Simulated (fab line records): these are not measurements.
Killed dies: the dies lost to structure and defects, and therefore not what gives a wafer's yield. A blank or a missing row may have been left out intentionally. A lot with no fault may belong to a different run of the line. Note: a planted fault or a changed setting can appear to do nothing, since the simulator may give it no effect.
Matching of chambers ; flow n5_finfet ; N5_BEOL_M9_DESCUM_16 on rie_diel-02: 3 sister chambers
The step chemistry O2, time 7.9 s. 14 wafers are shown with their chamber, then 3 later ones without.

WAFERS, EACH WITH ITS CHAMBER
wafer;chamber;showerhead_plenum_p_Torr (Torr);drypump_motor_current_A (A);oes_product_au (a.u.)
L074.1;1;2.10;5.9;0.71
L074.2;0;2.14;5.8;0.87
L074.4;0;2.14;5.8;0.86
L076.2;1;2.10;5.9;0.71
L076.3;3;2.06;5.8;0.70
L076.5;0;2.14;5.8;0.86
L083.1;0;2.14;5.9;0.84
L083.2;1;2.09;5.9;0.69
L083.4;1;2.10;5.9;0.69
L084.2;1;2.09;5.9;0.70
L084.3;0;2.14;5.8;0.85
L084.6;1;2.09;5.9;0.69
L087.3;1;2.09;5.9;0.69
L087.5;3;2.06;5.8;0.97

SIGNATURES, as means of the wafers listed above
reading;chamber 0;chamber 1;chamber 3;scatter within a chamber
showerhead_plenum_p_Torr;2.1400;2.0943;2.0600;0.00395
drypump_motor_current_A;5.820;5.900;5.800;0.027
oes_product_au;0.8560;0.6971;0.8350;0.0584
Rule: for each reading, subtract the chamber's mean from the wafer's reading, divide by that reading's scatter and square the result; add these up over the readings and take the root, which gives the wafer's distance from the chamber. The wafer belongs to the nearest chamber; if the next one is less than 2 further off, it can't be placed. The scatter: the root of (the sum of the squares of (reading less its chamber's mean) over the shown wafers, divided by (wafers less chambers)).

WAFERS WHOSE CHAMBER IS MISSING
wafer;showerhead_plenum_p_Torr (Torr);drypump_motor_current_A (A);oes_product_au (a.u.)
L088.5;2.06;5.8;0.95
L092.1;2.05;5.7;0.94
L092.6;2.05;5.8;0.95

EACH ONE'S CHAMBER
wafer;from the rows above;in truth
L088.5;3;3
L092.1;3;3
L092.6;3;3
Placed correctly: 3 of 3. Can't be placed from these rows: 0. Number placed wrongly: 0.
